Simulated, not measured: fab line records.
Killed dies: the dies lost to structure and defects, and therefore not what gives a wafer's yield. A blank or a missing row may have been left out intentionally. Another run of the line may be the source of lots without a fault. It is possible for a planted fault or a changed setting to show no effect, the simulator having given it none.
A lot that was struck, set against a sound lot || flow n5-finfet || 23 out of 1938 route steps
Sound: these wafers, L275.1, L275.3, L275.6. Wafers L289.2, L289.3, L289.4 were the ones struck. At the end, the cause is stated.
At each step with rows: each side's tool, then ch and its chambers, then its first start. Under that, the readings that differ: sound wafers || struck wafers || difference of the means || sigmas: that difference in standard deviations of wafers without a fault.
alike: readings with means less than 2 such deviations apart, plus words and numbers identical on both sides. not compared: withheld readings, readings lacking a value on some wafer, bounds such as >300 that could conceal the same value, and numbers that have no deviation in the record and whose values overlap.
Wherever a step has rows on one side only, a row that says differs or no value, or a row with sigmas, the two part there. Numbers that have no deviation but don't overlap get no sigmas and don't part them. A reading missing from all wafers of one side parts the sides only when that side holds two or more wafers.

first, 9 steps without rows for these wafers: N5_BEOL_M1_DEVELOP_10 (develop time 30 s); N5_BEOL_M1_DESCUM_16 (chemistry O2, time 7 s); N5_BEOL_M1_ETCH_74 (etches underlayer in N2/H2, target depth 6.5 nm, time 5.2 s); N5_BEOL_M1_ETCH_63 (etches SiARC in CF4, target depth 15.6 nm, time 26 s); N5_BEOL_M1_ETCH_64 (etches SOC in N2/H2, target depth 75 nm, overetch 15 nm, time 112.5 s); N5_BEOL_M1_STRIP_65 (strips in N2/H2); N5_BEOL_M1_STRIP_75 (strips in N2/H2); N5_BEOL_M1_STRIP_66 (strips in CF4); N5_BEOL_M1_HM_OPEN_17 (chemistry Cl2/BCl3, target TiN, target depth 20 nm, overetch 6 nm).
N5_BEOL_M1_STRIP_19: strips in O2.
  sound on rie-diel-01 ch 0,2,3, day 6 09:11; struck on rie-diel-01 ch 0,1,3, day 9 22:51
  alike: drypump-motor-current-A, oes-product-au, rf-vpp-V, showerhead-plenum-p-Torr, throttle-valve-pct
  not compared: rf-hours-counter-h
then, 9 steps without rows for these wafers: N5_BEOL_M1_COAT_67 (time 60 s, resist thk 60 nm); N5_BEOL_M1_COAT_68 (time 60 s, resist thk 12 nm); N5_BEOL_M1_COAT_76 (time 60 s, resist thk 5 nm); N5_BEOL_M1_COAT_22 (resist thk 30 nm); N5_BEOL_M1_EBR_24; N5_BEOL_M1_SOFTBAKE_23 (time 60 s); N5_BEOL_M1_EXPOSE_25 (exposes mask V0, defocus 5 nm, target cd 24 nm); N5_BEOL_M1_PEB_26 (peb time 60 s); N5_BEOL_M1_DEVELOP_27 (develop time 30 s).
N5_BEOL_M1_INSPECT_30: inspects for defects (brightfield).
  struck on defect-inspect-02, day 9 23:27; sound on defect-inspect-01, day 6 09:40
{"reading": "raw-defect-count", "sound": "443 401 377", "struck": "1100 1088 1240", "difference": "+736", "sigmas": "+8"}
then, 1 step without rows for these wafers: N5_BEOL_M1_DESCUM_33 (chemistry O2, time 7 s).
-- a jump in the record: the struck wafers' starts before and after are 3 days apart (it breaks off in module BEOL_M1 and resumes in module BEOL_M4, where the first step shown is number 1111 of the route) --
N5_BEOL_M4_RC_MEAS_101:
  sound on prober-02 ch 0, day 9 10:29; struck on prober-01 ch 0, day 12 19:38
  alike: DIBL_N, DIBL_P, IOFF_N, IOFF_P, ION_N, ION_P, SS_N, SS_P, VT_N, VT_P
-- record jumps: 6 days separate the struck wafers' starts on either side; left off in module BEOL_M4, taken up again in module PASSIVATION, whose first shown step is the route's number 1936 --
N5_PASSIVATION_PROBE_49:
  rows exist in the record for the struck wafers here (prober-02, day 18 10:11), but not for the sound ones

== WHERE THEY PART ==
At N5_BEOL_M1_INSPECT_30 first; at N5_PASSIVATION_PROBE_49 last (within this record only).

WHY: the cause the simulator had injected
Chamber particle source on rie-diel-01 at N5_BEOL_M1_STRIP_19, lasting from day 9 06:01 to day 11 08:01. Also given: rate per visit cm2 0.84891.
